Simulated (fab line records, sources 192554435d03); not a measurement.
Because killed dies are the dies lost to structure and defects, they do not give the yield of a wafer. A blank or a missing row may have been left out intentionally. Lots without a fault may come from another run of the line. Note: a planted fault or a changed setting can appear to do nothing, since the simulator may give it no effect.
Matching of chambers	flow n5-finfet	4 sister chambers for N5_SDB_DESCUM_16 on rie-diel-01
The step chemistry O2, time 7.9 s. 18 wafers are shown with their chamber, then 9 later ones without.

== EACH WAFER AND ITS CHAMBER ==
wafer	chamber	showerhead-plenum-p-Torr (Torr)	throttle-valve-pct (%)	oes-product-au (a.u.)
L074.3	3	2.05	19.99	0.89
L074.4	2	2.01	20.33	0.70
L074.6	2	2.01	20.30	0.70
L075.1	0	2.10	20.49	0.75
L075.3	3	2.05	19.99	0.89
L075.6	1	2.20	20.38	0.76
L076.1	3	2.05	19.98	0.88
L076.4	2	2.00	20.31	0.69
L076.6	0	2.10	20.49	0.74
L078.2	3	2.05	19.98	0.87
L078.4	2	2.00	20.33	0.69
L078.6	2	2.00	20.32	0.68
L080.2	2	2.00	20.34	0.69
L080.3	1	2.20	20.40	0.75
L080.5	2	2.00	20.32	0.67
L083.2	3	2.05	20.01	0.86
L083.3	2	2.00	20.33	0.69
L083.4	1	2.20	20.39	0.75

SIGNATURES, as means of the wafers listed above
reading	chamber 0	chamber 1	chamber 2	chamber 3	scatter within a chamber
showerhead-plenum-p-Torr	2.1000	2.2000	2.0025	2.0500	0.00327
throttle-valve-pct	20.4900	20.3900	20.3225	19.9900	0.0118
oes-product-au	0.7450	0.7533	0.6887	0.8780	0.0103
Rule: for each reading, subtract the chamber's mean from the wafer's reading, divide by that reading's scatter and square the result; add these up over the readings and take the root, which gives the wafer's distance from the chamber. The wafer belongs to the nearest chamber; if the next one is less than 2 further off, it can't be placed. The scatter: the root of (the sum of the squares of (reading less its chamber's mean) over the shown wafers, divided by (wafers less chambers)).

== WAFERS MISSING THEIR CHAMBER ==
wafer	showerhead-plenum-p-Torr (Torr)	throttle-valve-pct (%)	oes-product-au (a.u.)
L090.2	2.19	20.39	0.74
L090.4	2.00	20.36	0.68
L090.5	2.00	20.35	0.68
L092.1	2.09	20.53	0.71
L092.4	2.00	20.37	0.68
L092.6	2.04	20.01	0.85
L094.2	2.09	20.55	0.72
L094.3	2.00	20.36	0.68
L094.4	2.19	20.41	0.74

== EACH ONE'S CHAMBER ==
wafer	from the rows above	in truth
L090.2	1	1
L090.4	2	2
L090.5	2	2
L092.1	0	0
L092.4	2	2
L092.6	3	3
L094.2	0	0
L094.3	2	2
L094.4	1	1
Placed correctly: 9 of 9. Left unplaced by these rows: 0. 0 placed wrongly.
